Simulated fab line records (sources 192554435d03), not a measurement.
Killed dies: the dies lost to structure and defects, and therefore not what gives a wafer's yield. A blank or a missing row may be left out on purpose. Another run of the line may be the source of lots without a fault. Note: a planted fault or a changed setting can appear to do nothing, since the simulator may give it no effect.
Which of the tools did it?	flow n5-finfet	9 lots with 27 wafers sampled at 7 steps, on a route of 1938 steps

== WHAT EACH GAUGE READ, for each wafer ==
N5_DUMMY_GATE_CD_MEAS_15 targets a cd of 25.8 nm. Usual: 24.99 nm for cd-nm, sd 0.23.
lot	measured	on	cd-nm (nm)	flag
L583	day 2 22:41	cd-sem-01	25.11 25.10 24.54	
L584	day 3 05:34	cd-sem-01	25.18 25.01 24.88	
L586	day 3 16:00	cd-sem-01	25.08 24.64 25.15	
L589	day 4 09:44	cd-sem-01	25.10 25.05 25.23	
L592	day 5 08:33	cd-sem-01	24.85 25.04 24.62	
L594	day 5 20:26	cd-sem-01	25.62 25.04 25.12	
L597	day 6 13:33	cd-sem-02	24.82 24.94 25.48	
L598	day 6 21:46	cd-sem-01	25.21 24.78 24.60	
L599	day 6 21:58	cd-sem-01	25.22 25.03 25.03	

N5_DUMMY_GATE_CD_MEAS_50 targets a cd of 14 nm. Usual: 14.0 nm for cd-nm, sd 0.34.
lot	measured	on	cd-nm (nm)	flag
L583	day 2 23:11	cd-sem-02	14.0 14.3 14.0	
L584	day 3 06:04	cd-sem-03	14.3 14.2 14.1	
L586	day 3 16:35	cd-sem-02	13.7 14.1 14.0	
L589	day 4 10:14	cd-sem-03	14.2 14.5 14.3	
L592	day 5 09:04	cd-sem-01	14.3 13.9 14.1	
L594	day 5 20:56	cd-sem-01	14.3 14.6 13.9	
L597	day 6 14:10	cd-sem-03	23.0 22.9 23.1	OFF
L598	day 6 22:22	cd-sem-02	23.0 22.5 23.4	OFF
L599	day 6 22:41	cd-sem-02	23.5 23.4 23.4	OFF

N5_DUMMY_GATE_CD_MEAS_24 targets a cd of 15 nm. Usual: 15.0 nm for cd-nm, sd 0.37.
lot	measured	on	cd-nm (nm)	flag
L583	day 2 23:42	cd-sem-02	14.9 14.9 14.7	
L584	day 3 06:34	cd-sem-02	15.1 14.8 14.9	
L586	day 3 17:04	cd-sem-02	15.0 14.8 14.9	
L589	day 4 10:49	cd-sem-02	14.7 14.7 15.5	
L592	day 5 09:33	cd-sem-01	15.0 15.0 15.6	
L594	day 5 21:26	cd-sem-03	15.4 15.5 14.6	
L597	day 6 14:49	cd-sem-01	24.2 24.3 24.0	OFF
L598	day 6 22:52	cd-sem-01	24.0 24.2 24.4	OFF
L599	day 6 23:13	cd-sem-02	24.5 24.0 24.4	OFF

N5_BEOL_M4_RC_MEAS_101. Usual: DIBL_N 36.0 mV/V, standard deviation 1.9; DIBL_P 35.6 mV/V, standard deviation 2.2; IOFF_N 0.15 nA/um, standard deviation 0.031; IOFF_P 0.19 nA/um, standard deviation 0.032; ION_N 668 uA/um, standard deviation 11; ION_P 455 uA/um, standard deviation 7.2; SS_N 71.5 mV/dec, standard deviation 0.65; SS_P 73.4 mV/dec, standard deviation 0.64; VT_N 251 mV, standard deviation 3.6; VT_P -253 mV, standard deviation 3.3.
lot	measured	on	DIBL_N (mV/V)	DIBL_P (mV/V)	IOFF_N (nA/um)	IOFF_P (nA/um)	ION_N (uA/um)	ION_P (uA/um)	SS_N (mV/dec)	SS_P (mV/dec)	VT_N (mV)	VT_P (mV)	flag
L583	day 8 22:11	prober-01	36.4 35.7 37.5	35.6 34.2 36.3	0.15 0.14 0.17	0.21 0.19 0.22	671 664 675	461 460 457	70.7 70.1 71.0	73.6 73.3 73.7	249 251 250	-249 -251 -250	
L584	day 9 01:53	prober-02	35.0 35.1 36.2	34.2 34.4 36.1	0.11 0.12 0.13	0.14 0.14 0.16	661 658 669	445 444 453	72.1 71.0 71.8	72.7 72.9 73.5	258 254 252	-259 -256 -258	
L586	day 10 10:39	prober-02	38.1 36.1 35.0	37.8 36.1 33.9	0.20 0.16 0.15	0.23 0.20 0.17	685 676 665	463 459 453	71.4 71.4 71.7	73.6 73.3 72.9	241 251 251	-249 -253 -254	
L589	day 11 01:13	prober-01	37.8 38.2 36.1	38.5 39.4 37.7	0.18 0.19 0.16	0.21 0.23 0.21	682 678 677	457 459 466	72.4 72.5 71.5	73.8 73.5 73.6	249 249 248	-252 -253 -252	
L592	day 12 13:13	prober-02	33.7 35.4 32.5	33.8 35.8 33.3	0.13 0.15 0.12	0.17 0.20 0.17	657 668 651	458 461 450	71.4 71.9 71.5	72.4 73.1 72.8	254 248 256	-252 -252 -252	
L594	day 13 04:21	prober-02	33.7 33.0 34.4	31.6 31.3 33.1	0.12 0.12 0.13	0.15 0.15 0.17	657 653 658	449 451 456	70.3 70.8 70.9	73.2 72.9 73.0	254 254 253	-255 -258 -253	

== WHICH TOOL RAN EACH LOT (tool, then ch and the chambers of the sampled wafers, then the start) ==
lot	N5_STI_FIN_REVEAL_STRIP_24	N5_DUMMY_GATE_ETCH_36	N5_DUMMY_GATE_TRIM_49
L583	rie-diel-06 ch 0,1,3, day 2 09:50	rie-diel-03 ch 0,1,3, day 2 22:55	rie-si-03 ch 2,3, day 2 23:02
L584	rie-diel-04 ch 0,1,2, day 2 17:57	rie-diel-02 ch 0,2, day 3 05:48	rie-si-04 ch 0,1,2, day 3 05:55
L586	rie-diel-04 ch 2,3, day 3 04:17	rie-diel-02 ch 0,2,3, day 3 16:19	rie-si-03 ch 2,3, day 3 16:26
L589	rie-diel-06 ch 1,2,3, day 3 22:04	rie-diel-05 ch 1,2,3, day 4 09:58	rie-si-04 ch 0,2,3, day 4 10:05
L592	rie-diel-06 ch 0,1,2, day 4 16:58	rie-diel-03 ch 0,3, day 5 08:47	rie-si-04 ch 1,2,3, day 5 08:55
L594	rie-diel-01 ch 1,2,3, day 5 06:20	rie-diel-02 ch 0,3, day 5 20:40	rie-si-06 ch 0,1,3, day 5 20:47
L597	rie-diel-01 ch 2,3, day 5 21:49	rie-diel-03 ch 1,2, day 6 13:47	rie-si-04 ch 0,1, day 6 13:55
L598	rie-diel-06 ch 0,1,2, day 6 04:13	rie-diel-05 ch 2,3, day 6 22:00	rie-si-03 ch 0,1,2, day 6 22:07
L599	rie-diel-06 ch 1,2,3, day 6 10:15	rie-diel-02 ch 0,3, day 6 22:13	rie-si-06 ch 0,1,2, day 6 22:20
- N5_STI_FIN_REVEAL_STRIP_24: strips in N2/H2, time 90 s.
- N5_DUMMY_GATE_ETCH_36: etches SiARC in CF4, target depth 13 nm.
- N5_DUMMY_GATE_TRIM_49: chemistry O2, time 29 s, target cd 14 nm.

== WHAT THE TOOLS THEMSELVES READ (means of the sampled wafers that have a number; where no wafer has one, the mark that the record gives instead) ==
N5_STI_FIN_REVEAL_STRIP_24. Usual: drypump-motor-current-A 5.6 A, standard deviation 0.39; oes-product-au 0.79 a.u., standard deviation 0.095; rf-vpp-V 45.3 V, standard deviation 0.84; showerhead-plenum-p-Torr 3.42 Torr, standard deviation 0.1; throttle-valve-pct 12.08 %, standard deviation 0.23.
lot	tool	drypump-motor-current-A (A)	oes-product-au (a.u.)	rf-vpp-V (V)	showerhead-plenum-p-Torr (Torr)	throttle-valve-pct (%)	flag
L583	rie-diel-06	5.2	0.79	45.2	3.37	12.01	
L584	rie-diel-04	6.1	0.74	45.7	3.45	12.30	
L586	rie-diel-04	5.8	0.75	45.3	3.39	12.22	
L589	rie-diel-06	5.4	0.77	45.3	3.38	12.12	
L592	rie-diel-06	5.5	0.77	45.9	3.45	12.10	
L594	rie-diel-01	5.5	0.85	45.2	3.50	11.97	
L597	rie-diel-01	5.8	0.87	45.3	3.53	11.83	
L598	rie-diel-06	5.5	0.76	45.4	3.44	12.12	
L599	rie-diel-06	5.4	0.76	46.8	3.37	12.18	

N5_DUMMY_GATE_ETCH_36. Usual: drypump-motor-current-A 5.5 A, standard deviation 0.43; oes-product-au 0.75 a.u., standard deviation 0.075; rf-vpp-V 184.3 V, standard deviation 1.1; showerhead-plenum-p-Torr 2.16 Torr, standard deviation 0.068; throttle-valve-pct 15.56 %, standard deviation 0.17.
lot	tool	drypump-motor-current-A (A)	oes-product-au (a.u.)	rf-vpp-V (V)	showerhead-plenum-p-Torr (Torr)	throttle-valve-pct (%)	flag
L583	rie-diel-03	5.6	0.79	185.2	2.18	15.47	
L584	rie-diel-02	5.2	0.73	184.6	2.21	15.38	
L586	rie-diel-02	5.6	0.74	184.5	2.16	15.49	
L589	rie-diel-05	5.3	0.78	183.9	2.18	15.53	
L592	rie-diel-03	5.1	0.82	185.1	2.20	15.44	
L594	rie-diel-02	5.3	0.72	184.2	2.16	15.54	
L597	rie-diel-03	5.9	0.68	184.4	2.16	15.52	
L598	rie-diel-05	5.4	0.68	183.6	2.09	15.71	
L599	rie-diel-02	5.7	0.73	183.2	2.12	15.64	

N5_DUMMY_GATE_TRIM_49. Usual: O2_flow_sccm 100.0 sccm, standard deviation 0.33; drypump-motor-current-A 6.0 A, standard deviation 0.38; oes-product-au 1.008 a.u., standard deviation 0.02; throttle-valve-pct 8.18 %, standard deviation 0.18.
lot	tool	O2_flow_sccm (sccm)	drypump-motor-current-A (A)	oes-product-au (a.u.)	throttle-valve-pct (%)	flag
L583	rie-si-03	99.8	6.2	1.002	8.33	
L584	rie-si-04	100.1	6.2	1.010	8.31	
L586	rie-si-03	100.0	6.3	0.982	8.17	
L589	rie-si-04	100.2	6.0	1.006	8.30	
L592	rie-si-04	99.9	6.2	1.006	8.23	
L594	rie-si-06	100.0	6.0	1.012	8.00	
L597	rie-si-04	-	-	-	-	OFF
L598	rie-si-03	-	-	-	-	OFF
L599	rie-si-06	-	-	-	-	OFF

== THE ANSWER, worked out from the rows above alone ==
Rule: lot off if the mean of its wafers having a number is beyond 3 standard deviations from the usual mean. Also off: a lot with no number at a reading for which 4 or more lots have one. Any other lot the step has rows for is counted as sound. After the gauges, taken in route order, come the tools' own readings; for these a lot's mean is taken, as printed above. The first step at which some lot is off is used, and at that step the reading that is off furthest; a lot without a number counts as furthest.
Off, at N5_DUMMY_GATE_CD_MEAS_50 on cd-nm: L597, L598, L599.
If a tool, at a process step before that reading, ran all the lots that are off and no sound lot after the first of them, it fits. Not tried: the gauges at N5_DUMMY_GATE_CD_MEAS_50; whatever is off there is also off at N5_DUMMY_GATE_TRIM_49, on other tools, and gauge error can't account for it. No candidate that was tried fits.

== WHAT WAS PUT IN BY THE SIMULATOR ==
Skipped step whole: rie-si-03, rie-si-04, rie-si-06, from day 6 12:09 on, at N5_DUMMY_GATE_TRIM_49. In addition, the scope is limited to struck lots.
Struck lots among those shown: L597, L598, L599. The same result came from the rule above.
